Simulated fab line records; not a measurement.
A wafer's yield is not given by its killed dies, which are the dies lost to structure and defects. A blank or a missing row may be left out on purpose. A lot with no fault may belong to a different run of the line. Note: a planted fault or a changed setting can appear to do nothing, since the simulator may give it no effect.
Which of the tools did it? / flow n5_finfet / 24 lots, 72 wafers sampled, at 5 steps of a route of 1938

WHAT THE GAUGES SHOWED, per wafer
N5_BEOL_M8_INSPECT_30: inspects for defects (brightfield).
lot=L075; measured=day 9 03:08; on=defect_inspect-01; raw_defect_count=426 493 507
lot=L074; measured=day 9 09:16; on=defect_inspect-02; raw_defect_count=332 347 305
lot=L076; measured=day 9 22:58; on=defect_inspect-02; raw_defect_count=468 390 549
lot=L077; measured=day 9 23:11; on=defect_inspect-02; raw_defect_count=459 476 348
lot=L079; measured=day 10 06:56; on=defect_inspect-01; raw_defect_count=377 302 336
lot=L078; measured=day 10 11:58; on=defect_inspect-02; raw_defect_count=432 349 327
lot=L080; measured=day 10 14:19; on=defect_inspect-02; raw_defect_count=398 421 450
lot=L081; measured=day 10 15:25; on=defect_inspect-02; raw_defect_count=349 329 322
lot=L082; measured=day 11 01:20; on=defect_inspect-01; raw_defect_count=459 553 466
lot=L083; measured=day 11 05:02; on=defect_inspect-01; raw_defect_count=415 432 460
lot=L084; measured=day 11 23:29; on=defect_inspect-01; raw_defect_count=390 460 340
lot=L087; measured=day 12 21:04; on=defect_inspect-01; raw_defect_count=370 645 422
lot=L086; measured=day 12 21:01; on=defect_inspect-02; raw_defect_count=417 362 419
lot=L085; measured=day 12 23:04; on=defect_inspect-02; raw_defect_count=855 495 672
lot=L088; measured=day 13 12:20; on=defect_inspect-02; raw_defect_count=379 445 441
lot=L089; measured=day 13 12:23; on=defect_inspect-01; raw_defect_count=442 352 512
lot=L091; measured=day 13 12:33; on=defect_inspect-01; raw_defect_count=511 551 523
lot=L090; measured=day 13 13:22; on=defect_inspect-01; raw_defect_count=381 358 467
lot=L092; measured=day 13 16:22; on=defect_inspect-02; raw_defect_count=369 451 355
lot=L093; measured=day 13 16:13; on=defect_inspect-02; raw_defect_count=272 371 328
lot=L094; measured=day 13 18:46; on=defect_inspect-02; raw_defect_count=445 408 498
lot=L095; measured=day 14 20:44; on=defect_inspect-02; raw_defect_count=312 351 361
lot=L096; measured=day 14 22:26; on=defect_inspect-01; raw_defect_count=396 391 592
lot=L097; measured=day 15 10:55; on=defect_inspect-01; raw_defect_count=299 448 495

N5_BEOL_M8_OCD_MEAS_38.
lot=L075; measured=day 9 03:37; on=ocd-01; trench_depth_nm (nm)=95.1 91.3 90.5
lot=L074; measured=day 9 09:49; on=ocd-01; trench_depth_nm (nm)=95.8 91.5 90.3
lot=L076; measured=day 9 23:25; on=ocd-02; trench_depth_nm (nm)=91.9 97.6 98.5
lot=L077; measured=day 9 23:57; on=ocd-02; trench_depth_nm (nm)=90.5 94.8 89.6
lot=L079; measured=day 10 07:23; on=ocd-02; trench_depth_nm (nm)=99.1 93.3 92.7
lot=L078; measured=day 10 12:26; on=ocd-01; trench_depth_nm (nm)=90.6 93.5 90.7
lot=L080; measured=day 10 14:50; on=ocd-01; trench_depth_nm (nm)=90.4 90.1 90.2
lot=L081; measured=day 10 15:52; on=ocd-02; trench_depth_nm (nm)=90.8 89.1 94.8
lot=L082; measured=day 11 01:48; on=ocd-01; trench_depth_nm (nm)=91.4 96.7 97.1
lot=L083; measured=day 11 05:47; on=ocd-02; trench_depth_nm (nm)=91.3 91.5 95.3
lot=L084; measured=day 12 00:17; on=ocd-01; trench_depth_nm (nm)=94.3 90.0 89.7
lot=L087; measured=day 12 21:59; on=ocd-01; trench_depth_nm (nm)=88.4 90.8 94.7
lot=L086; measured=day 12 21:38; on=ocd-02; trench_depth_nm (nm)=95.5 95.4 95.6
lot=L085; measured=day 12 23:32; on=ocd-02; trench_depth_nm (nm)=97.2 96.2 91.6
lot=L088; measured=day 13 12:48; on=ocd-01; trench_depth_nm (nm)=91.1 91.2 90.1
lot=L089; measured=day 13 12:52; on=ocd-02; trench_depth_nm (nm)=97.1 91.3 93.3
lot=L091; measured=day 13 13:01; on=ocd-02; trench_depth_nm (nm)=95.0 93.7 94.8
lot=L090; measured=day 13 13:50; on=ocd-01; trench_depth_nm (nm)=92.7 94.9 92.6
lot=L092; measured=day 13 16:50; on=ocd-02; trench_depth_nm (nm)=93.8 98.9 97.2
lot=L093; measured=day 13 16:50; on=ocd-02; trench_depth_nm (nm)=95.0 93.3 94.6
lot=L094; measured=day 13 19:14; on=ocd-02; trench_depth_nm (nm)=94.0 97.7 91.5
lot=L095; measured=day 14 21:12; on=ocd-01; trench_depth_nm (nm)=95.5 94.5 95.1
lot=L096; measured=day 14 22:54; on=ocd-01; trench_depth_nm (nm)=93.7 96.3 93.9
lot=L097; measured=day 15 11:43; on=ocd-02; trench_depth_nm (nm)=95.9 93.1 91.7

TOOL THAT RAN EACH LOT (tool first, then ch and the chambers of the sampled wafers, then the start)
lot=L075; N5_BEOL_M8_ETCH_62=rie_diel-03 ch 1,2,3, day 9 01:57; N5_BEOL_M8_STRIP_67=rie_diel-03 ch 1,2,3, day 9 02:05; N5_BEOL_M8_DESCUM_33=rie_diel-05 ch 0,1,3, day 9 03:10
lot=L074; N5_BEOL_M8_ETCH_62=rie_diel-03 ch 2,3, day 9 08:29; N5_BEOL_M8_STRIP_67=rie_diel-03 ch 2,3, day 9 08:38; N5_BEOL_M8_DESCUM_33=rie_diel-05 ch 1,2,3, day 9 09:23
lot=L076; N5_BEOL_M8_ETCH_62=rie_diel-04 ch 0,1,3, day 9 20:28; N5_BEOL_M8_STRIP_67=rie_diel-04 ch 0,1,3, day 9 20:36; N5_BEOL_M8_DESCUM_33=rie_diel-03 ch 1,3, day 9 22:59
lot=L077; N5_BEOL_M8_ETCH_62=rie_diel-04 ch 0,1,2, day 9 21:26; N5_BEOL_M8_STRIP_67=rie_diel-04 ch 0,1,2, day 9 21:35; N5_BEOL_M8_DESCUM_33=rie_diel-05 ch 0,1,2, day 9 23:32
lot=L079; N5_BEOL_M8_ETCH_62=rie_diel-04 ch 0,2,3, day 10 04:25; N5_BEOL_M8_STRIP_67=rie_diel-04 ch 0,2,3, day 10 04:34; N5_BEOL_M8_DESCUM_33=rie_diel-03 ch 0,1,3, day 10 06:58
lot=L078; N5_BEOL_M8_ETCH_62=rie_diel-05 ch 2,3, day 10 10:58; N5_BEOL_M8_STRIP_67=rie_diel-05 ch 2,3, day 10 11:07; N5_BEOL_M8_DESCUM_33=rie_diel-05 ch 1,3, day 10 12:01
lot=L080; N5_BEOL_M8_ETCH_62=rie_diel-04 ch 1,3, day 10 13:22; N5_BEOL_M8_STRIP_67=rie_diel-04 ch 1,3, day 10 13:31; N5_BEOL_M8_DESCUM_33=rie_diel-05 ch 0,3, day 10 14:24
lot=L081; N5_BEOL_M8_ETCH_62=rie_diel-04 ch 1,2, day 10 14:20; N5_BEOL_M8_STRIP_67=rie_diel-04 ch 1,2, day 10 14:29; N5_BEOL_M8_DESCUM_33=rie_diel-05 ch 1,2,3, day 10 15:26
lot=L082; N5_BEOL_M8_ETCH_62=rie_diel-03 ch 0,3, day 10 23:48; N5_BEOL_M8_STRIP_67=rie_diel-03 ch 0,3, day 10 23:57; N5_BEOL_M8_DESCUM_33=rie_diel-03 ch 1,3, day 11 01:23
lot=L083; N5_BEOL_M8_ETCH_62=rie_diel-05 ch 0,1,3, day 11 03:26; N5_BEOL_M8_STRIP_67=rie_diel-05 ch 0,1,3, day 11 03:35; N5_BEOL_M8_DESCUM_33=rie_diel-03 ch 0,1,2, day 11 05:21
lot=L084; N5_BEOL_M8_ETCH_62=rie_diel-03 ch 0,2, day 11 21:58; N5_BEOL_M8_STRIP_67=rie_diel-03 ch 0,2, day 11 22:07; N5_BEOL_M8_DESCUM_33=rie_diel-05 ch 0,1,3, day 11 23:52
lot=L087; N5_BEOL_M8_ETCH_62=rie_diel-03 ch 0,1,3, day 12 14:45; N5_BEOL_M8_STRIP_67=rie_diel-03 ch 0,1,3, day 12 14:53; N5_BEOL_M8_DESCUM_33=rie_diel-05 ch 0,1,2, day 12 21:34
lot=L086; N5_BEOL_M8_ETCH_62=rie_diel-05 ch 0,2,3, day 12 16:53; N5_BEOL_M8_STRIP_67=rie_diel-05 ch 0,2,3, day 12 17:02; N5_BEOL_M8_DESCUM_33=rie_diel-04 ch 0,2, day 12 21:13
lot=L085; N5_BEOL_M8_ETCH_62=rie_diel-05 ch 1,2,3, day 12 22:14; N5_BEOL_M8_STRIP_67=rie_diel-05 ch 1,2,3, day 12 22:23; N5_BEOL_M8_DESCUM_33=rie_diel-03 ch 0,2,3, day 12 23:06
lot=L088; N5_BEOL_M8_ETCH_62=rie_diel-04 ch 0,3, day 13 11:25; N5_BEOL_M8_STRIP_67=rie_diel-04 ch 0,3, day 13 11:34; N5_BEOL_M8_DESCUM_33=rie_diel-05 ch 0,3, day 13 12:22
lot=L089; N5_BEOL_M8_ETCH_62=rie_diel-05 ch 2,3, day 13 11:35; N5_BEOL_M8_STRIP_67=rie_diel-05 ch 2,3, day 13 11:44; N5_BEOL_M8_DESCUM_33=rie_diel-03 ch 0,1,2, day 13 12:26
lot=L091; N5_BEOL_M8_ETCH_62=rie_diel-03 ch 0,2, day 13 11:47; N5_BEOL_M8_STRIP_67=rie_diel-03 ch 0,2, day 13 11:56; N5_BEOL_M8_DESCUM_33=rie_diel-04 ch 1,2, day 13 12:35
lot=L090; N5_BEOL_M8_ETCH_62=rie_diel-04 ch 0,1, day 13 12:25; N5_BEOL_M8_STRIP_67=rie_diel-04 ch 0,1, day 13 12:34; N5_BEOL_M8_DESCUM_33=rie_diel-04 ch 0,1, day 13 13:23
lot=L092; N5_BEOL_M8_ETCH_62=rie_diel-03 ch 0,2,3, day 13 14:13; N5_BEOL_M8_STRIP_67=rie_diel-03 ch 0,2,3, day 13 14:22; N5_BEOL_M8_DESCUM_33=rie_diel-03 ch 1,3, day 13 16:25
lot=L093; N5_BEOL_M8_ETCH_62=rie_diel-04 ch 0,1,2, day 13 14:26; N5_BEOL_M8_STRIP_67=rie_diel-04 ch 0,1,2, day 13 14:35; N5_BEOL_M8_DESCUM_33=rie_diel-04 ch 0,1,2, day 13 16:24
lot=L094; N5_BEOL_M8_ETCH_62=rie_diel-05 ch 0,2,3, day 13 17:25; N5_BEOL_M8_STRIP_67=rie_diel-05 ch 0,2,3, day 13 17:34; N5_BEOL_M8_DESCUM_33=rie_diel-03 ch 0,1,3, day 13 18:48
lot=L095; N5_BEOL_M8_ETCH_62=rie_diel-03 ch 0,1,2, day 14 19:47; N5_BEOL_M8_STRIP_67=rie_diel-03 ch 0,1,2, day 14 19:53; N5_BEOL_M8_DESCUM_33=rie_diel-04 ch 0,1,2, day 14 20:46
lot=L096; N5_BEOL_M8_ETCH_62=rie_diel-05 ch 0,1,2, day 14 20:14; N5_BEOL_M8_STRIP_67=rie_diel-05 ch 0,1,2, day 14 20:22; N5_BEOL_M8_DESCUM_33=rie_diel-04 ch 2,3, day 14 22:28
lot=L097; N5_BEOL_M8_ETCH_62=rie_diel-03 ch 0,2, day 15 10:01; N5_BEOL_M8_STRIP_67=rie_diel-03 ch 0,2, day 15 10:10; N5_BEOL_M8_DESCUM_33=rie_diel-03 ch 0,1,2, day 15 11:17
- N5_BEOL_M8_ETCH_62: etches SOC in N2/H2, target depth 110 nm, overetch 22 nm, time 165 s.
- N5_BEOL_M8_STRIP_67: strips in CF4.
- N5_BEOL_M8_DESCUM_33: chemistry O2, time 7 s.

AS READ BY THE TOOLS THEMSELVES (means over the sampled wafers that have a number; for cases with no such wafer, the mark the record gives instead)
N5_BEOL_M8_ETCH_62.
lot=L075; tool=rie_diel-03; drypump_motor_current_A (A)=5.7; oes_product_au (a.u.)=0.68; rf_vpp_V (V)=525.1; showerhead_plenum_p_Torr (Torr)=2.59; throttle_valve_pct (%)=17.94
lot=L074; tool=rie_diel-03; drypump_motor_current_A (A)=5.4; oes_product_au (a.u.)=0.69; rf_vpp_V (V)=525.8; showerhead_plenum_p_Torr (Torr)=2.60; throttle_valve_pct (%)=17.98
lot=L076; tool=rie_diel-04; drypump_motor_current_A (A)=5.5; oes_product_au (a.u.)=0.67; rf_vpp_V (V)=524.6; showerhead_plenum_p_Torr (Torr)=2.55; throttle_valve_pct (%)=17.90
lot=L077; tool=rie_diel-04; drypump_motor_current_A (A)=5.2; oes_product_au (a.u.)=0.71; rf_vpp_V (V)=522.7; showerhead_plenum_p_Torr (Torr)=2.51; throttle_valve_pct (%)=17.87
lot=L079; tool=rie_diel-04; drypump_motor_current_A (A)=5.5; oes_product_au (a.u.)=0.67; rf_vpp_V (V)=524.9; showerhead_plenum_p_Torr (Torr)=2.55; throttle_valve_pct (%)=17.84
lot=L078; tool=rie_diel-05; drypump_motor_current_A (A)=5.7; oes_product_au (a.u.)=0.62; rf_vpp_V (V)=522.9; showerhead_plenum_p_Torr (Torr)=2.53; throttle_valve_pct (%)=18.07
lot=L080; tool=rie_diel-04; drypump_motor_current_A (A)=5.6; oes_product_au (a.u.)=0.66; rf_vpp_V (V)=523.2; showerhead_plenum_p_Torr (Torr)=2.54; throttle_valve_pct (%)=18.16
lot=L081; tool=rie_diel-04; drypump_motor_current_A (A)=5.4; oes_product_au (a.u.)=0.71; rf_vpp_V (V)=522.6; showerhead_plenum_p_Torr (Torr)=2.50; throttle_valve_pct (%)=18.13
lot=L082; tool=rie_diel-03; drypump_motor_current_A (A)=5.6; oes_product_au (a.u.)=0.74; rf_vpp_V (V)=525.0; showerhead_plenum_p_Torr (Torr)=2.56; throttle_valve_pct (%)=17.82
lot=L083; tool=rie_diel-05; drypump_motor_current_A (A)=5.7; oes_product_au (a.u.)=0.64; rf_vpp_V (V)=523.7; showerhead_plenum_p_Torr (Torr)=2.52; throttle_valve_pct (%)=18.06
lot=L084; tool=rie_diel-03; drypump_motor_current_A (A)=5.6; oes_product_au (a.u.)=0.79; rf_vpp_V (V)=522.9; showerhead_plenum_p_Torr (Torr)=2.53; throttle_valve_pct (%)=17.55
lot=L087; tool=rie_diel-03; drypump_motor_current_A (A)=5.9; oes_product_au (a.u.)=0.71; rf_vpp_V (V)=524.5; showerhead_plenum_p_Torr (Torr)=2.55; throttle_valve_pct (%)=17.82
lot=L086; tool=rie_diel-05; drypump_motor_current_A (A)=5.7; oes_product_au (a.u.)=0.60; rf_vpp_V (V)=522.3; showerhead_plenum_p_Torr (Torr)=2.49; throttle_valve_pct (%)=18.05
lot=L085; tool=rie_diel-05; drypump_motor_current_A (A)=5.5; oes_product_au (a.u.)=0.65; rf_vpp_V (V)=525.1; showerhead_plenum_p_Torr (Torr)=2.56; throttle_valve_pct (%)=18.13
lot=L088; tool=rie_diel-04; drypump_motor_current_A (A)=5.3; oes_product_au (a.u.)=0.71; rf_vpp_V (V)=525.0; showerhead_plenum_p_Torr (Torr)=2.55; throttle_valve_pct (%)=17.57
lot=L089; tool=rie_diel-05; drypump_motor_current_A (A)=5.5; oes_product_au (a.u.)=0.61; rf_vpp_V (V)=522.7; showerhead_plenum_p_Torr (Torr)=2.54; throttle_valve_pct (%)=18.11
lot=L091; tool=rie_diel-03; drypump_motor_current_A (A)=5.6; oes_product_au (a.u.)=0.76; rf_vpp_V (V)=522.6; showerhead_plenum_p_Torr (Torr)=2.52; throttle_valve_pct (%)=17.58
lot=L090; tool=rie_diel-04; drypump_motor_current_A (A)=5.0; oes_product_au (a.u.)=0.68; rf_vpp_V (V)=523.4; showerhead_plenum_p_Torr (Torr)=2.51; throttle_valve_pct (%)=17.74
lot=L092; tool=rie_diel-03; drypump_motor_current_A (A)=5.6; oes_product_au (a.u.)=0.74; rf_vpp_V (V)=523.8; showerhead_plenum_p_Torr (Torr)=2.55; throttle_valve_pct (%)=17.73
lot=L093; tool=rie_diel-04; drypump_motor_current_A (A)=5.2; oes_product_au (a.u.)=0.69; rf_vpp_V (V)=522.6; showerhead_plenum_p_Torr (Torr)=2.50; throttle_valve_pct (%)=17.93
lot=L094; tool=rie_diel-05; drypump_motor_current_A (A)=5.7; oes_product_au (a.u.)=0.60; rf_vpp_V (V)=522.4; showerhead_plenum_p_Torr (Torr)=2.49; throttle_valve_pct (%)=18.05
lot=L095; tool=rie_diel-03; drypump_motor_current_A (A)=5.8; oes_product_au (a.u.)=0.72; rf_vpp_V (V)=523.1; showerhead_plenum_p_Torr (Torr)=2.54; throttle_valve_pct (%)=17.71
lot=L096; tool=rie_diel-05; drypump_motor_current_A (A)=5.5; oes_product_au (a.u.)=0.62; rf_vpp_V (V)=522.9; showerhead_plenum_p_Torr (Torr)=2.52; throttle_valve_pct (%)=18.09
lot=L097; tool=rie_diel-03; drypump_motor_current_A (A)=5.6; oes_product_au (a.u.)=0.74; rf_vpp_V (V)=523.4; showerhead_plenum_p_Torr (Torr)=2.51; throttle_valve_pct (%)=17.60

N5_BEOL_M8_STRIP_67.
lot=L075; tool=rie_diel-03; drypump_motor_current_A (A)=5.7; oes_product_au (a.u.)=0.80; rf_vpp_V (V)=271.0; showerhead_plenum_p_Torr (Torr)=1.82; throttle_valve_pct (%)=13.65
lot=L074; tool=rie_diel-03; drypump_motor_current_A (A)=5.4; oes_product_au (a.u.)=0.81; rf_vpp_V (V)=271.7; showerhead_plenum_p_Torr (Torr)=1.83; throttle_valve_pct (%)=13.61
lot=L076; tool=rie_diel-04; drypump_motor_current_A (A)=5.5; oes_product_au (a.u.)=0.79; rf_vpp_V (V)=271.6; showerhead_plenum_p_Torr (Torr)=1.80; throttle_valve_pct (%)=13.60
lot=L077; tool=rie_diel-04; drypump_motor_current_A (A)=5.2; oes_product_au (a.u.)=0.84; rf_vpp_V (V)=270.1; showerhead_plenum_p_Torr (Torr)=1.76; throttle_valve_pct (%)=13.52
lot=L079; tool=rie_diel-04; drypump_motor_current_A (A)=5.5; oes_product_au (a.u.)=0.80; rf_vpp_V (V)=271.5; showerhead_plenum_p_Torr (Torr)=1.79; throttle_valve_pct (%)=13.55
lot=L078; tool=rie_diel-05; drypump_motor_current_A (A)=5.6; oes_product_au (a.u.)=0.72; rf_vpp_V (V)=271.1; showerhead_plenum_p_Torr (Torr)=1.79; throttle_valve_pct (%)=13.85
lot=L080; tool=rie_diel-04; drypump_motor_current_A (A)=5.6; oes_product_au (a.u.)=0.78; rf_vpp_V (V)=271.9; showerhead_plenum_p_Torr (Torr)=1.78; throttle_valve_pct (%)=13.70
lot=L081; tool=rie_diel-04; drypump_motor_current_A (A)=5.3; oes_product_au (a.u.)=0.84; rf_vpp_V (V)=269.8; showerhead_plenum_p_Torr (Torr)=1.74; throttle_valve_pct (%)=13.61
lot=L082; tool=rie_diel-03; drypump_motor_current_A (A)=5.6; oes_product_au (a.u.)=0.88; rf_vpp_V (V)=271.6; showerhead_plenum_p_Torr (Torr)=1.81; throttle_valve_pct (%)=13.44
lot=L083; tool=rie_diel-05; drypump_motor_current_A (A)=5.7; oes_product_au (a.u.)=0.76; rf_vpp_V (V)=271.1; showerhead_plenum_p_Torr (Torr)=1.77; throttle_valve_pct (%)=13.79
lot=L084; tool=rie_diel-03; drypump_motor_current_A (A)=5.6; oes_product_au (a.u.)=0.93; rf_vpp_V (V)=270.4; showerhead_plenum_p_Torr (Torr)=1.80; throttle_valve_pct (%)=13.44
lot=L087; tool=rie_diel-03; drypump_motor_current_A (A)=5.9; oes_product_au (a.u.)=0.84; rf_vpp_V (V)=270.3; showerhead_plenum_p_Torr (Torr)=1.79; throttle_valve_pct (%)=13.51
lot=L086; tool=rie_diel-05; drypump_motor_current_A (A)=5.7; oes_product_au (a.u.)=0.71; rf_vpp_V (V)=271.0; showerhead_plenum_p_Torr (Torr)=1.76; throttle_valve_pct (%)=13.79
lot=L085; tool=rie_diel-05; drypump_motor_current_A (A)=5.5; oes_product_au (a.u.)=0.76; rf_vpp_V (V)=271.3; showerhead_plenum_p_Torr (Torr)=1.80; throttle_valve_pct (%)=13.70
lot=L088; tool=rie_diel-04; drypump_motor_current_A (A)=5.3; oes_product_au (a.u.)=0.84; rf_vpp_V (V)=271.7; showerhead_plenum_p_Torr (Torr)=1.81; throttle_valve_pct (%)=13.39
lot=L089; tool=rie_diel-05; drypump_motor_current_A (A)=5.5; oes_product_au (a.u.)=0.72; rf_vpp_V (V)=271.9; showerhead_plenum_p_Torr (Torr)=1.78; throttle_valve_pct (%)=13.71
lot=L091; tool=rie_diel-03; drypump_motor_current_A (A)=5.6; oes_product_au (a.u.)=0.90; rf_vpp_V (V)=270.1; showerhead_plenum_p_Torr (Torr)=1.80; throttle_valve_pct (%)=13.46
lot=L090; tool=rie_diel-04; drypump_motor_current_A (A)=5.0; oes_product_au (a.u.)=0.79; rf_vpp_V (V)=270.2; showerhead_plenum_p_Torr (Torr)=1.78; throttle_valve_pct (%)=13.58
lot=L092; tool=rie_diel-03; drypump_motor_current_A (A)=5.5; oes_product_au (a.u.)=0.88; rf_vpp_V (V)=270.5; showerhead_plenum_p_Torr (Torr)=1.81; throttle_valve_pct (%)=13.49
lot=L093; tool=rie_diel-04; drypump_motor_current_A (A)=5.2; oes_product_au (a.u.)=0.81; rf_vpp_V (V)=271.2; showerhead_plenum_p_Torr (Torr)=1.76; throttle_valve_pct (%)=13.59
lot=L094; tool=rie_diel-05; drypump_motor_current_A (A)=5.7; oes_product_au (a.u.)=0.70; rf_vpp_V (V)=270.3; showerhead_plenum_p_Torr (Torr)=1.76; throttle_valve_pct (%)=13.81
lot=L095; tool=rie_diel-03; drypump_motor_current_A (A)=5.8; oes_product_au (a.u.)=0.85; rf_vpp_V (V)=272.2; showerhead_plenum_p_Torr (Torr)=1.80; throttle_valve_pct (%)=13.55
lot=L096; tool=rie_diel-05; drypump_motor_current_A (A)=5.5; oes_product_au (a.u.)=0.75; rf_vpp_V (V)=270.5; showerhead_plenum_p_Torr (Torr)=1.76; throttle_valve_pct (%)=13.68
lot=L097; tool=rie_diel-03; drypump_motor_current_A (A)=5.6; oes_product_au (a.u.)=0.86; rf_vpp_V (V)=271.8; showerhead_plenum_p_Torr (Torr)=1.80; throttle_valve_pct (%)=13.51

N5_BEOL_M8_DESCUM_33.
lot=L075; tool=rie_diel-05; drypump_motor_current_A (A)=5.7; oes_product_au (a.u.)=0.78; rf_vpp_V (V)=242.0; showerhead_plenum_p_Torr (Torr)=2.08; throttle_valve_pct (%)=20.72
lot=L074; tool=rie_diel-05; drypump_motor_current_A (A)=5.5; oes_product_au (a.u.)=0.78; rf_vpp_V (V)=243.1; showerhead_plenum_p_Torr (Torr)=2.13; throttle_valve_pct (%)=20.78
lot=L076; tool=rie_diel-03; drypump_motor_current_A (A)=5.8; oes_product_au (a.u.)=0.87; rf_vpp_V (V)=243.8; showerhead_plenum_p_Torr (Torr)=2.13; throttle_valve_pct (%)=20.49
lot=L077; tool=rie_diel-05; drypump_motor_current_A (A)=5.5; oes_product_au (a.u.)=0.79; rf_vpp_V (V)=243.7; showerhead_plenum_p_Torr (Torr)=2.09; throttle_valve_pct (%)=20.65
lot=L079; tool=rie_diel-03; drypump_motor_current_A (A)=5.9; oes_product_au (a.u.)=0.88; rf_vpp_V (V)=243.2; showerhead_plenum_p_Torr (Torr)=2.11; throttle_valve_pct (%)=20.43
lot=L078; tool=rie_diel-05; drypump_motor_current_A (A)=5.6; oes_product_au (a.u.)=0.76; rf_vpp_V (V)=243.7; showerhead_plenum_p_Torr (Torr)=2.11; throttle_valve_pct (%)=20.84
lot=L080; tool=rie_diel-05; drypump_motor_current_A (A)=5.9; oes_product_au (a.u.)=0.70; rf_vpp_V (V)=242.7; showerhead_plenum_p_Torr (Torr)=2.06; throttle_valve_pct (%)=20.81
lot=L081; tool=rie_diel-05; drypump_motor_current_A (A)=5.5; oes_product_au (a.u.)=0.78; rf_vpp_V (V)=242.4; showerhead_plenum_p_Torr (Torr)=2.13; throttle_valve_pct (%)=20.79
lot=L082; tool=rie_diel-03; drypump_motor_current_A (A)=5.8; oes_product_au (a.u.)=0.84; rf_vpp_V (V)=243.2; showerhead_plenum_p_Torr (Torr)=2.13; throttle_valve_pct (%)=20.51
lot=L083; tool=rie_diel-03; drypump_motor_current_A (A)=5.8; oes_product_au (a.u.)=0.91; rf_vpp_V (V)=243.6; showerhead_plenum_p_Torr (Torr)=2.11; throttle_valve_pct (%)=20.39
lot=L084; tool=rie_diel-05; drypump_motor_current_A (A)=5.7; oes_product_au (a.u.)=0.76; rf_vpp_V (V)=242.4; showerhead_plenum_p_Torr (Torr)=2.07; throttle_valve_pct (%)=20.76
lot=L087; tool=rie_diel-05; drypump_motor_current_A (A)=5.5; oes_product_au (a.u.)=0.76; rf_vpp_V (V)=243.6; showerhead_plenum_p_Torr (Torr)=2.09; throttle_valve_pct (%)=20.70
lot=L086; tool=rie_diel-04; drypump_motor_current_A (A)=5.3; oes_product_au (a.u.)=0.83; rf_vpp_V (V)=242.7; showerhead_plenum_p_Torr (Torr)=2.08; throttle_valve_pct (%)=20.75
lot=L085; tool=rie_diel-03; drypump_motor_current_A (A)=5.5; oes_product_au (a.u.)=0.90; rf_vpp_V (V)=243.7; showerhead_plenum_p_Torr (Torr)=2.10; throttle_valve_pct (%)=20.35
lot=L088; tool=rie_diel-05; drypump_motor_current_A (A)=5.9; oes_product_au (a.u.)=0.69; rf_vpp_V (V)=242.0; showerhead_plenum_p_Torr (Torr)=2.02; throttle_valve_pct (%)=20.73
lot=L089; tool=rie_diel-03; drypump_motor_current_A (A)=5.8; oes_product_au (a.u.)=0.86; rf_vpp_V (V)=244.1; showerhead_plenum_p_Torr (Torr)=2.10; throttle_valve_pct (%)=20.42
lot=L091; tool=rie_diel-04; drypump_motor_current_A (A)=5.4; oes_product_au (a.u.)=0.83; rf_vpp_V (V)=241.7; showerhead_plenum_p_Torr (Torr)=2.04; throttle_valve_pct (%)=20.73
lot=L090; tool=rie_diel-04; drypump_motor_current_A (A)=5.1; oes_product_au (a.u.)=0.80; rf_vpp_V (V)=242.5; showerhead_plenum_p_Torr (Torr)=2.04; throttle_valve_pct (%)=20.49
lot=L092; tool=rie_diel-03; drypump_motor_current_A (A)=5.8; oes_product_au (a.u.)=0.81; rf_vpp_V (V)=243.7; showerhead_plenum_p_Torr (Torr)=2.12; throttle_valve_pct (%)=20.55
lot=L093; tool=rie_diel-04; drypump_motor_current_A (A)=5.2; oes_product_au (a.u.)=0.81; rf_vpp_V (V)=242.8; showerhead_plenum_p_Torr (Torr)=2.06; throttle_valve_pct (%)=20.63
lot=L094; tool=rie_diel-03; drypump_motor_current_A (A)=5.9; oes_product_au (a.u.)=0.83; rf_vpp_V (V)=243.3; showerhead_plenum_p_Torr (Torr)=2.09; throttle_valve_pct (%)=20.48
lot=L095; tool=rie_diel-04; drypump_motor_current_A (A)=5.2; oes_product_au (a.u.)=0.80; rf_vpp_V (V)=242.6; showerhead_plenum_p_Torr (Torr)=2.06; throttle_valve_pct (%)=20.65
lot=L096; tool=rie_diel-04; drypump_motor_current_A (A)=5.8; oes_product_au (a.u.)=0.85; rf_vpp_V (V)=244.1; showerhead_plenum_p_Torr (Torr)=2.09; throttle_valve_pct (%)=20.69
lot=L097; tool=rie_diel-03; drypump_motor_current_A (A)=5.8; oes_product_au (a.u.)=0.84; rf_vpp_V (V)=244.0; showerhead_plenum_p_Torr (Torr)=2.09; throttle_valve_pct (%)=20.45

THE ANSWER, worked out from the rows above alone
Rule: usual is defined by the lots themselves. The widest of any qualifying gaps counts: lots, ordered by their means at a reading, are off when they make up no more than a third of the lots, leave a main group of 4 or more, and stand apart from it by 3 or more times the standard deviation of that group's means. The tables above print the reading to a certain number of digits; a main group whose means all agree to those digits is not used. Also off: a lot with no number at a reading for which 4 or more lots have one. Any other lot the step has rows for is counted as sound. After the gauges, taken in route order, come the tools' own readings; for these a lot's mean is taken, as printed above. The first step at which some lot is off is used, and at that step the reading that is off furthest; a lot without a number counts as furthest.
Nothing can be told from this: no lot is off at any reading shown.

WHAT THE SIMULATOR HAD PUT IN
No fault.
